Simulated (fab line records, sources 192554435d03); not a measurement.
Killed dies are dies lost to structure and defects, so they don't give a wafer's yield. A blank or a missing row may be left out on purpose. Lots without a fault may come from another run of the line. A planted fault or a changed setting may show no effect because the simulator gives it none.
fab line records | flow n5_finfet | part 1 of 2: steps 1 to 24 of 33
record lots=5 wafers=15 last_day=18
route steps=1938 shown ZERO_LAYER@2 WELL_APT@20
lots that met no fault: from a run of the same line without faults
start_h: hours from the record's first day to the start of the lot's first wafer shown | wait_h: hours since the lot's step before | " the same as in the row above | L1.1+2: a row that stands for several wafers | - no value, or no start given | * or withheld: withheld | < > ~ a bound
route shown NAME@n: a module of which the file shows steps, and the number in the route of the first | usual: mean/standard deviation of fault-free wafers | same: alike in all rows | chamber/n: place in a boat | sites: the reading at each site | _std_site: their standard deviation | _edge_site: outer sites' mean less inner sites' | radius_mm: how far each site lies from the wafer's centre | mask NAME#n: copy n | behind: the tool/chamber that last shaped the wafer | hold: why the lot was held/for how many hours/how that ended | device: the transistor (n, p or np) that didn't switch | end of line: the same wafers' tests at the end of the route | a step without rows: its recipe alone | killed: dies lost to structure and defects at the first sort, not the wafer's yield | map: a wafer's dies, x killed, . not, _ none there
set.NAME: the setting as run; set.NAME@STEP: as run at that earlier step | model.NAME: the simulator's own value behind a step, which no gauge read
lots at some steps of the route; a table a step, a row a wafer
services: from which hour (start_h, from the record's first day; less than 0 if before it) a tool's chamber was out of use, for how many hours, and why
## steps
# step N5_ZERO_LAYER_PRECLEAN_00
# recipe chemistry=SPM time_s=600 temp_c=120 mix=4:1
# usual bath_heat_duty_pct=13.3/1.5
# same time_s=600
# columns lot.wafer tool chamber start_h wait_h bath_heat_duty_pct
L076.1 wet_bench-02 6 24.07 0.0 13.9
L076.2 " 5 " " 12.3
L076.4 " 3 " " 16.8
L080.4 wet_bench-05 5 48.07 0.0 12.8
L080.5 " 6 " " 13.3
L080.6 " 1 " " 12.7
L086.4 wet_bench-06 0 84.07 0.0 13.8
L086.5 " 4 " " 13.9
L086.6 " 3 " " 13.6
L093.1 wet_bench-05 7 126.07 0.0 13.4
L093.3 " 4 " " 12.0
L093.6 " 3 " " 11.6
L096.1 wet_bench-02 6 144.07 0.0 15.5
L096.3 " 4 " " 13.4
L096.5 " 1 " " 14.8
# step N5_ZERO_LAYER_SRD_01
# recipe time_s=30 temp_c=23 rinse_liquid=diw dry=n2_spin spin_rpm=1500 dry_time_s=30
# usual bath_heat_duty_pct=3.6/0.55
# same time_s=30
# columns lot.wafer tool chamber start_h wait_h bath_heat_duty_pct
L076.1 wet_bench-02 6 24.23 0.0 4.2
L076.2 " 5 " " 3.5
L076.4 " 3 " " 5.0
L080.4 wet_bench-05 5 48.23 0.0 2.7
L080.5 " 6 " " 4.0
L080.6 " 1 " " 3.7
L086.4 wet_bench-06 0 84.23 0.0 3.7
L086.5 " 4 " " 4.0
L086.6 " 3 " " 3.1
L093.1 wet_bench-05 7 126.23 0.0 3.7
L093.3 " 4 " " 3.4
L093.6 " 3 " " 3.3
L096.1 wet_bench-02 6 144.40 0.0 3.8
L096.3 " 4 " " 3.4
L096.5 " 1 " " 3.3
# step N5_ZERO_LAYER_PECVD_02
# recipe material=SiO2 target_thk_a=100 temp_c=400 precursor=SiH4/N2O pressure_torr=0.75 rf_w=275 time_s=6
# usual heater_power_w=785/67 showerhead_plenum_p_Torr=8.17/0.15
# same time_s=6
# columns lot.wafer tool chamber start_h wait_h heater_power_w showerhead_plenum_p_Torr
L076.1 pecvd-03 1 24.28 0.0 715 7.84
L076.2 " 0 " " 888 8.27
L076.4 " 2 " " 785 8.19
L080.4 pecvd-03 1 48.31 0.1 724 7.85
L080.5 " 2 " " 807 8.17
L080.6 " 0 " " 733 8.30
L086.4 pecvd-01 1 84.31 0.1 946 8.11
L086.5 " 0 " " 692 8.24
L086.6 " 2 " " 808 8.19
L093.1 pecvd-03 2 126.29 0.0 780 8.19
L093.3 " 0 " " 805 8.31
L093.6 " 2 " " 806 8.18
L096.1 pecvd-01 0 144.47 0.0 790 8.27
L096.3 " 2 " " 716 8.16
L096.5 " 1 " " 797 8.13
# step N5_ZERO_LAYER_HMDS_04
# recipe time_s=60 temp_c=120
# usual plate_temp_C=119.97/0.12
# same time_s=60
# columns lot.wafer tool chamber start_h wait_h plate_temp_C
L076.1 litho_track-01 0 24.36 0.1 120.05
L076.2 " 0 " " 119.90
L076.4 " 0 " " 119.92
L080.4 litho_track-04 0 48.37 0.0 119.95
L080.5 " 0 " " 119.90
L080.6 " 0 " " 120.04
L086.4 litho_track-01 0 84.36 0.0 119.96
L086.5 " 0 " " 120.05
L086.6 " 0 " " 120.27
L093.1 litho_track-02 0 126.36 0.1 119.97
L093.3 " 0 " " 120.00
L093.6 " 0 " " 119.87
L096.1 litho_track-01 0 144.54 0.1 120.10
L096.3 " 0 " " 120.20
L096.5 " 0 " " 119.99
# step N5_ZERO_LAYER_COAT_05
# recipe spin_rpm=1500 resist_thk_nm=1000
# columns lot.wafer tool chamber start_h wait_h
L076.1+2+4 litho_track-01 0 - -
L080.4+5+6 litho_track-04 0 - -
L086.4+5+6 litho_track-01 0 - -
L093.1+3+6 litho_track-02 0 - -
L096.1+3+5 litho_track-01 0 - -
# step N5_ZERO_LAYER_EBR_07
# recipe solvent=PGMEA ebr_width_mm=1.5
# columns lot.wafer tool chamber start_h wait_h
L076.1+2+4 litho_track-01 0 - -
L080.4+5+6 litho_track-04 0 - -
L086.4+5+6 litho_track-01 0 - -
L093.1+3+6 litho_track-02 0 - -
L096.1+3+5 litho_track-01 0 - -
# step N5_ZERO_LAYER_SOFTBAKE_06
# recipe temp_c=100 time_s=90
# usual plate_temp_C=99.98/0.11
# same time_s=90
# columns lot.wafer tool chamber start_h wait_h plate_temp_C
L076.1 litho_track-01 0 - - 99.77
L076.2 " 0 " " 100.15
L076.4 " 0 " " 99.99
L080.4 litho_track-04 0 - - 100.12
L080.5 " 0 " " 99.99
L080.6 " 0 " " 100.06
L086.4 litho_track-01 0 - - 99.93
L086.5 " 0 " " 99.81
L086.6 " 0 " " 99.82
L093.1 litho_track-02 0 - - 100.01
L093.3 " 0 " " 99.96
L093.6 " 0 " " 100.02
L096.1 litho_track-01 0 - - 99.97
L096.3 " 0 " " 99.94
L096.5 " 0 " " 100.13
# step N5_ZERO_LAYER_EXPOSE_08
# recipe mask_id=ZERO na=0.55 source_shape=conventional sigma_outer=0.8 polarization=unpolarized defocus_nm=0 target_cd_nm=2000 dose_mj=16.2
# usual reticle_temp_C=23.05/0.096 stage_vel_mm_s=500.06/0.24
# columns lot.wafer tool chamber start_h wait_h mask reticle_temp_C stage_vel_mm_s
L076.1 krf_scanner-01 0 24.59 - ZERO#0 23.15 499.69
L076.2 " 0 " " ZERO#0 23.08 500.11
L076.4 " 0 " " ZERO#0 23.10 500.04
L080.4 krf_scanner-01 0 48.50 - ZERO#0 22.85 500.56
L080.5 " 0 " " ZERO#0 23.02 500.53
L080.6 " 0 " " ZERO#0 23.04 500.40
L086.4 krf_scanner-01 0 84.49 - ZERO#0 23.17 500.18
L086.5 " 0 " " ZERO#0 23.09 499.92
L086.6 " 0 " " ZERO#0 23.21 499.88
L093.1 krf_scanner-02 0 126.59 - ZERO#0 23.01 500.07
L093.3 " 0 " " ZERO#0 23.08 499.96
L093.6 " 0 " " ZERO#0 22.99 500.12
L096.1 krf_scanner-02 0 144.65 - ZERO#0 23.02 499.83
L096.3 " 0 " " ZERO#0 23.07 499.90
L096.5 " 0 " " ZERO#0 23.05 499.91
# step N5_ZERO_LAYER_PEB_09
# recipe peb_temp_c=withheld peb_time_s=*
# same peb_time_s=*
# columns lot.wafer tool chamber start_h wait_h
L076.1+2+4 litho_track-04 0 24.65 0.1
L080.4+5+6 litho_track-04 0 48.54 0.0
L086.4+5+6 litho_track-01 0 84.53 0.0
L093.1+3+6 litho_track-01 0 126.65 0.1
L096.1+3+5 litho_track-02 0 144.71 0.1
# step N5_ZERO_LAYER_DEVELOP_10
# recipe develop_time_s=60 rinse_liquid=diw dry=air_spin dev_temp_c=21
# columns lot.wafer tool chamber start_h wait_h
L076.1+2+4 litho_track-04 0 - -
L080.4+5+6 litho_track-04 0 - -
L086.4+5+6 litho_track-01 0 - -
L093.1+3+6 litho_track-01 0 - -
L096.1+3+5 litho_track-02 0 - -
# step N5_ZERO_LAYER_HARDBAKE_23
# recipe temp_c=130 time_s=120
# usual plate_temp_C=129.98/0.12
# same time_s=120
# columns lot.wafer tool chamber start_h wait_h plate_temp_C
L076.1 litho_track-04 0 - - 129.94
L076.2 " 0 " " 129.75
L076.4 " 0 " " 129.97
L080.4 litho_track-04 0 - - 129.89
L080.5 " 0 " " 129.93
L080.6 " 0 " " 130.13
L086.4 litho_track-01 0 - - 129.87
L086.5 " 0 " " 130.07
L086.6 " 0 " " 129.69
L093.1 litho_track-01 0 - - 130.14
L093.3 " 0 " " 130.00
L093.6 " 0 " " 129.93
L096.1 litho_track-02 0 - - 130.03
L096.3 " 0 " " 129.87
L096.5 " 0 " " 130.02
# step N5_ZERO_LAYER_CD_MEAS_11
# recipe target_cd_nm=2000 landing_energy_ev=500 detector=se_inlens
# usual cd_nm=1999.5/2
# columns lot.wafer tool chamber start_h wait_h cd_nm
L076.1 cd_sem-01 0 24.77 - 1999.6
L076.2 " 0 " " 2002.1
L076.4 " 0 " " 2001.4
L080.4 cd_sem-01 0 48.66 - 1999.8
L080.5 " 0 " " 1999.3
L080.6 " 0 " " 1996.7
L086.4 cd_sem-03 0 84.65 - 2001.6
L086.5 " 0 " " 2001.9
L086.6 " 0 " " 1998.9
L093.1 cd_sem-01 0 126.77 - 1997.8
L093.3 " 0 " " 1997.0
L093.6 " 0 " " 2000.8
L096.1 cd_sem-01 0 144.83 - 1998.4
L096.3 " 0 " " 1996.6
L096.5 " 0 " " 1997.7
# step N5_ZERO_LAYER_DESCUM_16
# recipe chemistry=O2 time_s=7.9 source_power_w=50 bias_power_w=20 pressure_mtorr=20 rf_frequency_hz=2.712e+07 temp_c=40 o2_flow_sccm=225
# usual drypump_motor_current_A=5.80/0.25 o2_flow_sccm=225.0/0.68 oes_product_au=0.79/0.092 rf_vpp_V=243.6/1.4 showerhead_plenum_p_Torr=2.12/0.072 throttle_valve_pct=20.37/0.28
# same time_s=7.9
# columns lot.wafer tool chamber start_h wait_h drypump_motor_current_A o2_flow_sccm oes_product_au rf_hours_counter_h rf_vpp_V showerhead_plenum_p_Torr throttle_valve_pct
L076.1 rie_diel-03 0 24.81 0.0 5.62 224.9 0.69 244 244.8 2.17 20.77
L076.2 " 2 " " 5.72 225.1 1.01 3 245.1 2.24 19.96
L076.4 " 1 " " 6.34 225.4 0.77 116 244.7 2.20 20.07
L080.4 rie_diel-06 3 49.13 0.5 5.86 225.4 0.96 11 242.4 2.04 19.91
L080.5 " 3 " " 5.84 225.7 0.96 - 243.6 2.04 19.90
L080.6 " 2 " " 5.81 223.7 0.78 - 243.7 2.11 20.57
L086.4 rie_diel-06 1 84.89 0.2 5.42 225.2 0.79 125 246.3 2.20 20.49
L086.5 " 3 " " 5.88 225.0 0.92 - 241.4 2.04 19.93
L086.6 " 2 " " 5.82 224.2 0.78 - 242.8 2.10 20.60
L093.1 rie_diel-03 2 126.81 0.0 5.70 225.2 0.92 31 244.9 2.23 20.02
L093.3 " 3 " " 5.46 227.2 0.80 103 242.5 2.02 20.48
L093.6 " 0 " " 5.60 226.4 0.95 - 245.6 2.16 20.31
L096.1 rie_diel-06 3 145.34 0.5 5.88 225.3 0.90 42 241.6 2.03 19.96
L096.3 " 2 " " 5.85 224.9 0.76 156 242.5 2.10 20.62
L096.5 " 2 " " 5.82 224.6 0.78 - 242.6 2.10 20.63
# step N5_ZERO_LAYER_ETCH_17
# recipe chemistry=CF4 target=SiO2 target_depth_a=120 time_s=13.3 ion_energy_ev=350 pressure_mtorr=40 source_w=450 bias_w=215 Ar_flow_sccm=100 cf4_flow_sccm=100
# usual drypump_motor_current_A=5.80/0.25 oes_product_au=0.79/0.096 rf_vpp_V=950/3.8 showerhead_plenum_p_Torr=2.17/0.063 throttle_valve_pct=15.63/0.26
# same time_s=13.3
# columns lot.wafer tool chamber start_h wait_h drypump_motor_current_A oes_product_au rf_hours_counter_h rf_vpp_V showerhead_plenum_p_Torr throttle_valve_pct
L076.1 rie_diel-03 0 24.84 0.0 5.59 0.68 244 951 2.21 15.92
L076.2 " 2 " " 5.72 1.01 3 956 2.29 15.25
L076.4 " 1 " " 6.30 0.76 116 955 2.23 15.25
L080.4 rie_diel-06 3 49.17 0.0 5.84 0.95 11 945 2.09 15.09
L080.5 " 3 " " 5.86 0.95 - 946 2.09 15.11
L080.6 " 2 " " 5.82 0.78 - 949 2.15 15.73
L086.4 rie_diel-06 1 84.93 0.0 5.38 0.79 125 954 2.23 15.65
L086.5 " 3 " " 5.87 0.92 - 947 2.09 15.14
L086.6 " 2 " " 5.86 0.78 - 949 2.14 15.75
L093.1 rie_diel-03 2 126.84 0.0 5.71 0.92 31 956 2.28 15.29
L093.3 " 3 " " 5.48 0.81 103 944 2.08 15.70
L093.6 " 0 " " 5.65 0.94 - 952 2.20 15.45
L096.1 rie_diel-06 3 145.38 0.0 5.84 0.89 42 946 2.08 15.18
L096.3 " 2 " " 5.81 0.76 156 949 2.14 15.78
L096.5 " 2 " " 5.80 0.76 - 951 2.14 15.78
# step N5_ZERO_LAYER_ETCH_18
# recipe chemistry=HBr/Cl2 target=Si target_depth_a=1200 time_s=40 pressure_mtorr=10 icp_w=800 bias_w=75 HBr_flow_sccm=150 Cl2_flow_sccm=80
# usual drypump_motor_current_A=5.8/0.52 oes_product_au=1.000/0.016 throttle_valve_pct=36.1/0.35
# same time_s=40
# columns lot.wafer tool chamber start_h wait_h drypump_motor_current_A oes_product_au rf_hours_counter_h throttle_valve_pct
L076.1 rie_si-04 1 24.91 0.0 6.1 0.993 14 36.2
L076.2 " 0 " " 5.7 0.969 26 36.4
L076.4 " 2 " " 5.4 0.983 9 35.8
L080.4 rie_si-05 2 49.24 0.0 5.3 1.017 45 35.7
L080.5 " 0 " " 6.1 0.987 - 36.3
L080.6 " 3 " " 6.0 1.019 - 36.2
L086.4 rie_si-06 2 85.00 0.0 5.0 1.009 31 36.8
L086.5 " 0 " " 6.7 0.998 - 36.3
L086.6 " 1 " " 5.1 1.007 - 36.1
L093.1 rie_si-06 0 126.92 0.0 6.7 0.987 12 36.3
L093.3 " 2 " " 5.0 1.016 32 36.8
L093.6 " 1 " " 5.1 0.999 - 36.1
L096.1 rie_si-06 1 145.45 0.0 5.1 1.004 14 36.1
L096.3 " 3 " " 6.1 1.001 31 36.0
L096.5 " 0 " " 6.6 0.986 - 36.3
# step N5_ZERO_LAYER_STRIP_24
# recipe chemistry=O2 power_w=1000 temp_c=250 overash_fraction=0.3 pressure_mtorr=1000 o2_flow_sccm=6750
# usual drypump_motor_current_A=5.4/0.54 heater_power_w=354/31 o2_flow_sccm=6747/20 oes_product_au=0.647/0.0043 strip_time_to_endpoint_s=43.88/0.099
# columns lot.wafer tool chamber start_h wait_h drypump_motor_current_A heater_power_w o2_flow_sccm oes_product_au rf_hours_counter_h strip_time_to_endpoint_s
L076.1 plasma_asher-01 0 25.02 0.1 6.0 320 6731 0.652 25 43.88
L076.2 " 1 " " 4.7 336 6731 0.638 25 43.90
L076.4 " 1 " " 4.7 337 6741 0.641 - 43.88
L080.4 plasma_asher-02 0 49.41 0.1 5.1 392 6774 0.646 - 44.10
L080.5 " 0 " " 5.1 389 6740 0.652 - 44.04
L080.6 " 1 " " 5.9 357 6757 0.655 - 44.09
L086.4 plasma_asher-01 1 85.12 0.1 4.7 331 6735 0.649 - 43.81
L086.5 " 0 " " 6.0 320 6736 0.648 - 43.85
L086.6 " 1 " " 4.7 318 6717 0.652 - 43.73
L093.1 plasma_asher-01 1 127.02 0.1 4.7 335 6772 0.643 43 43.95
L093.3 " 1 " " 4.7 346 6734 0.637 - 44.00
L093.6 " 0 " " 6.0 320 6749 0.642 - 43.95
L096.1 plasma_asher-02 1 145.56 0.1 5.9 366 6739 0.642 104 43.76
L096.3 " 0 " " 5.1 406 6761 0.639 - 43.81
L096.5 " 1 " " 5.9 355 6765 0.647 - 43.79
# step N5_ZERO_LAYER_STRIP_19
# recipe chemistry=SPM time_s=900 temp_c=130 h2so4_h2o2_vol_ratio=4 dry=ipa_marangoni
# usual bath_heat_duty_pct=15.1/1.9
# same time_s=900
# columns lot.wafer tool chamber start_h wait_h bath_heat_duty_pct
L076.1 wet_bench-06 4 25.11 0.1 15.6
L076.2 " 6 " " 17.2
L076.4 " 3 " " 14.3
L080.4 wet_bench-02 0 49.48 0.0 12.6
L080.5 " 2 " " 14.5
L080.6 " 6 " " 16.1
L086.4 wet_bench-05 0 85.19 0.0 17.4
L086.5 " 6 " " 14.4
L086.6 " 2 " " 15.3
L093.1 wet_bench-06 0 127.11 0.1 14.9
L093.3 " 2 " " 16.4
L093.6 " 3 " " 13.1
L096.1 wet_bench-05 4 145.65 0.1 15.0
L096.3 " 1 " " 14.3
L096.5 " 3 " " 12.7
# step N5_ZERO_LAYER_INSPECT_20
# recipe inspect_instrument=darkfield mode=post_clean
# usual raw_defect_count=40/20
# columns lot.wafer tool chamber start_h wait_h raw_defect_count
L076.1 defect_inspect-01 - 25.38 0.0 38
L076.2 " - " " 45
L076.4 " - " " 48
L080.4 defect_inspect-01 - 49.75 0.0 34
L080.5 " - " " 51
L080.6 " - " " 47
L086.4 defect_inspect-01 - 85.47 0.0 21
L086.5 " - " " 25
L086.6 " - " " 13
L093.1 defect_inspect-01 - 127.38 0.0 32
L093.3 " - " " 21
L093.6 " - " " 31
L096.1 defect_inspect-02 - 145.95 0.0 86
L096.3 " - " " 54
L096.5 " - " " 75
# step N5_WELL_APT_HMDS_01
# recipe time_s=60 temp_c=120
# usual plate_temp_C=120.02/0.13
# same time_s=60
# columns lot.wafer tool chamber start_h wait_h plate_temp_C
L076.1 litho_track-03 0 25.41 0.0 120.09
L076.2 " 0 " " 120.01
L076.4 " 0 " " 119.96
L080.4 litho_track-04 0 49.79 0.0 120.06
L080.5 " 0 " " 120.05
L080.6 " 0 " " 119.90
L086.4 litho_track-03 0 85.50 0.0 120.21
L086.5 " 0 " " 120.03
L086.6 " 0 " " 120.13
L093.1 litho_track-05 0 127.42 0.0 119.89
L093.3 " 0 " " 120.14
L093.6 " 0 " " 120.04
L096.1 litho_track-05 0 145.98 0.0 119.88
L096.3 " 0 " " 120.11
L096.5 " 0 " " 120.00
# step N5_WELL_APT_COAT_02
# recipe spin_rpm=1357 resist_thk_nm=950
# columns lot.wafer tool chamber start_h wait_h
L076.1+2+4 litho_track-03 0 - -
L080.4+5+6 litho_track-04 0 - -
L086.4+5+6 litho_track-03 0 - -
L093.1+3+6 litho_track-05 0 - -
L096.1+3+5 litho_track-05 0 - -
# step N5_WELL_APT_EBR_04
# recipe solvent=PGMEA ebr_width_mm=1.5
# columns lot.wafer tool chamber start_h wait_h
L076.1+2+4 litho_track-03 0 - -
L080.4+5+6 litho_track-04 0 - -
L086.4+5+6 litho_track-03 0 - -
L093.1+3+6 litho_track-05 0 - -
L096.1+3+5 litho_track-05 0 - -
# step N5_WELL_APT_SOFTBAKE_03
# recipe temp_c=130 time_s=60
# usual plate_temp_C=130.01/0.14
# same time_s=60
# columns lot.wafer tool chamber start_h wait_h plate_temp_C
L076.1 litho_track-03 0 - - 130.08
L076.2 " 0 " " 130.16
L076.4 " 0 " " 130.24
L080.4 litho_track-04 0 - - 130.06
L080.5 " 0 " " 129.90
L080.6 " 0 " " 129.86
L086.4 litho_track-03 0 - - 130.08
L086.5 " 0 " " 130.05
L086.6 " 0 " " 129.87
L093.1 litho_track-05 0 - - 130.04
L093.3 " 0 " " 130.04
L093.6 " 0 " " 130.12
L096.1 litho_track-05 0 - - 129.73
L096.3 " 0 " " 129.82
L096.5 " 0 " " 129.69
# step N5_WELL_APT_EXPOSE_05
# recipe mask_id=NWELL na=0.8 source_shape=conventional sigma_outer=0.8 polarization=unpolarized defocus_nm=0 target_cd_nm=200 dose_mj=20.3
# usual reticle_temp_C=23.01/0.1 stage_vel_mm_s=500.06/0.24
# columns lot.wafer tool chamber start_h wait_h mask reticle_temp_C stage_vel_mm_s
L076.1 krf_scanner-02 0 25.51 - NWELL#0 23.10 499.85
L076.2 " 0 " " NWELL#0 23.12 500.09
L076.4 " 0 " " NWELL#0 22.88 500.11
L080.4 krf_scanner-01 0 50.03 - NWELL#0 22.81 500.21
L080.5 " 0 " " NWELL#0 23.04 500.07
L080.6 " 0 " " NWELL#0 22.91 500.19
L086.4 krf_scanner-01 0 85.61 - NWELL#0 22.97 500.05
L086.5 " 0 " " NWELL#0 23.13 500.26
L086.6 " 0 " " NWELL#0 23.12 500.31
L093.1 krf_scanner-02 0 127.64 - NWELL#0 22.85 500.06
L093.3 " 0 " " NWELL#0 23.15 499.84
L093.6 " 0 " " NWELL#0 22.93 500.35
L096.1 krf_scanner-02 0 146.08 - NWELL#0 23.03 500.21
L096.3 " 0 " " NWELL#0 22.93 499.45
L096.5 " 0 " " NWELL#0 23.11 499.91
# step N5_WELL_APT_PEB_06
# recipe peb_temp_c=130 peb_time_s=90
# usual plate_temp_C=130.01/0.14
# same peb_time_s=90
# columns lot.wafer tool chamber start_h wait_h plate_temp_C
L076.1 litho_track-05 0 25.57 0.1 129.94
L076.2 " 0 " " 129.86
L076.4 " 0 " " 129.74
L080.4 litho_track-04 0 50.07 0.0 129.98
L080.5 " 0 " " 130.05
L080.6 " 0 " " 130.11
L086.4 litho_track-04 0 85.65 0.0 130.15
L086.5 " 0 " " 130.21
L086.6 " 0 " " 129.99
L093.1 litho_track-04 0 127.70 0.1 129.84
L093.3 " 0 " " 129.96
L093.6 " 0 " " 129.89
L096.1 litho_track-04 0 146.13 0.1 130.16
L096.3 " 0 " " 130.13
L096.5 " 0 " " 130.08
